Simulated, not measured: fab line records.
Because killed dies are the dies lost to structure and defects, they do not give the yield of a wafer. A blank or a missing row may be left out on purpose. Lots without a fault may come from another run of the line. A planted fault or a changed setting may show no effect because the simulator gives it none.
Chamber matching + flow n5Finfet + N5_SDB_STRIP_21 on rieDiel-05 has 4 sister chambers
The step strips in CF4. 16 wafers are shown with their chamber, then 8 later ones without.

== WAFERS, EACH WITH ITS CHAMBER ==
| wafer  | chamber | showerheadPlenumPTorr (Torr) | drypumpMotorCurrentA (A) | throttleValvePct (%) |
|--------|---------|------------------------------|--------------------------|----------------------|
| L077.2 | 3       | 1.76                         | 5.7                      | 13.93                |
| L077.3 | 1       | 1.78                         | 5.4                      | 13.63                |
| L077.5 | 0       | 1.76                         | 5.4                      | 13.42                |
| L078.1 | 3       | 1.76                         | 5.7                      | 13.95                |
| L078.2 | 1       | 1.78                         | 5.4                      | 13.64                |
| L078.6 | 1       | 1.78                         | 5.4                      | 13.62                |
| L079.1 | 2       | 1.92                         | 6.5                      | 13.35                |
| L079.2 | 1       | 1.78                         | 5.4                      | 13.64                |
| L079.5 | 1       | 1.78                         | 5.4                      | 13.65                |
| L081.2 | 3       | 1.76                         | 5.7                      | 13.96                |
| L081.5 | 1       | 1.78                         | 5.5                      | 13.65                |
| L081.6 | 2       | 1.92                         | 6.4                      | 13.34                |
| L085.4 | 2       | 1.92                         | 6.5                      | 13.37                |
| L085.5 | 0       | 1.75                         | 5.4                      | 13.47                |
| L085.6 | 1       | 1.78                         | 5.4                      | 13.67                |
| L086.2 | 2       | 1.92                         | 6.5                      | 13.37                |

SIGNATURES (averages over the wafers above)
| reading               | chamber 0 | chamber 1 | chamber 2 | chamber 3 | scatter within a chamber |
|-----------------------|-----------|-----------|-----------|-----------|--------------------------|
| showerheadPlenumPTorr | 1.7550    | 1.7800    | 1.9200    | 1.7600    | 0.00204                  |
| drypumpMotorCurrentA  | 5.400     | 5.414     | 6.475     | 5.700     | 0.0366                   |
| throttleValvePct      | 13.4450   | 13.6429   | 13.3575   | 13.9467   | 0.0181                   |
Rule: distance of a wafer from a chamber = root of the sum over the readings of ((wafer's reading minus chamber's mean) / reading's scatter) squared. The wafer belongs to the nearest chamber; if the next one is less than 2 further off, it can't be placed. How the scatter is found: for the shown wafers, subtract from each reading the mean of its chamber, square and add these, divide the total by (wafers less chambers), then take the root.

== WAFERS WHOSE CHAMBER IS MISSING ==
| wafer  | showerheadPlenumPTorr (Torr) | drypumpMotorCurrentA (A) | throttleValvePct (%) |
|--------|------------------------------|--------------------------|----------------------|
| L086.4 | 1.75                         | 5.4                      | 13.47                |
| L086.5 | 1.78                         | 5.5                      | 13.68                |
| L090.3 | 1.75                         | 5.5                      | 13.49                |
| L090.4 | 1.92                         | 6.5                      | 13.40                |
| L090.6 | 1.76                         | 5.7                      | 13.46                |
| L095.1 | 1.91                         | 6.4                      | 13.43                |
| L095.3 | 1.77                         | 5.4                      | 13.73                |
| L095.5 | 1.77                         | 5.4                      | 13.72                |

== CHAMBER TAKEN BY EACH ==
| wafer  | from the rows above | in truth                   |
|--------|---------------------|----------------------------|
| L086.4 | 0                   | 0                          |
| L086.5 | 1                   | 1                          |
| L090.3 | 0                   | 0                          |
| L090.4 | 2                   | 2                          |
| L090.6 | 0                   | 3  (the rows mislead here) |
| L095.1 | 2                   | 2                          |
| L095.3 | 1                   | 1                          |
| L095.5 | 1                   | 1                          |
Correctly placed: 7 of 8. Not placeable from these rows: 0. Number placed wrongly: 1.
